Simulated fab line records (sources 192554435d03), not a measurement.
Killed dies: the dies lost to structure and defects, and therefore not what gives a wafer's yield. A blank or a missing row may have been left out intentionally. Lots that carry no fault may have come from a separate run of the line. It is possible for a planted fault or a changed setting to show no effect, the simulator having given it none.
Chamber matching    flow n5-finfet    N5_BEOL_M6_ETCH_62 on rie-diel-01: 4 sister chambers
The step etches SOC in N2/H2, target depth 110 nm, overetch 22 nm, time 165 s. 16 wafers are shown with their chamber, then 8 later ones without.

WAFERS WITH THEIR CHAMBER
wafer   chamber  showerhead-plenum-p-Torr (Torr)  drypump-motor-current-A (A)  rf-vpp-V (V)
L074.1  0        2.68                             5.2                          527.5
L074.3  2        2.47                             5.6                          520.0
L074.4  3        2.52                             6.1                          523.4
L077.3  2        2.46                             5.6                          521.7
L077.5  2        2.46                             5.6                          520.9
L077.6  3        2.51                             6.1                          522.3
L081.1  0        2.67                             5.2                          527.0
L081.2  3        2.51                             6.2                          523.2
L081.6  2        2.45                             5.6                          522.3
L083.3  1        2.49                             5.4                          523.6
L083.5  1        2.49                             5.3                          522.7
L083.6  0        2.67                             5.2                          528.5
L086.3  2        2.45                             5.6                          522.7
L086.4  0        2.67                             5.2                          526.5
L086.6  1        2.49                             5.4                          522.5
L089.1  3        2.50                             6.1                          521.8

SIGNATURES (means of the wafers above)
reading                   chamber 0  chamber 1  chamber 2  chamber 3  scatter within a chamber
showerhead-plenum-p-Torr  2.6725     2.4900     2.4580     2.5100     0.0068
drypump-motor-current-A   5.200      5.367      5.600      6.125      0.0344
rf-vpp-V                  527.375    522.933    521.520    522.675    0.881
Rule: for a wafer and a chamber, the distance is found by dividing, reading by reading, the gap between the wafer's reading and the chamber's mean by the reading's scatter, squaring, summing and taking the root. The wafer belongs to the nearest chamber; if the next one is less than 2 further off, it can't be placed. The scatter: take each reading less its chamber's mean, square it, sum over the shown wafers, divide by the number of wafers less the number of chambers, and take the root.

WAFERS WITHOUT THEIR CHAMBER
wafer   showerhead-plenum-p-Torr (Torr)  drypump-motor-current-A (A)  rf-vpp-V (V)
L089.3  2.45                             5.6                          522.5
L089.6  2.66                             5.2                          526.2
L093.2  2.50                             6.1                          522.7
L093.5  2.50                             6.2                          523.4
L093.6  2.66                             5.2                          528.4
L095.1  2.66                             5.2                          526.2
L095.2  2.44                             5.6                          522.9
L095.3  2.50                             6.1                          522.0

THE CHAMBER EACH PASSED THROUGH
wafer   from the rows above  in truth
L089.3  2                    2
L089.6  0                    0
L093.2  3                    3
L093.5  3                    3
L093.6  0                    0
L095.1  0                    0
L095.2  2                    2
L095.3  3                    3
Correctly placed: 8 of 8. Left unplaced by these rows: 0. Number placed wrongly: 0.
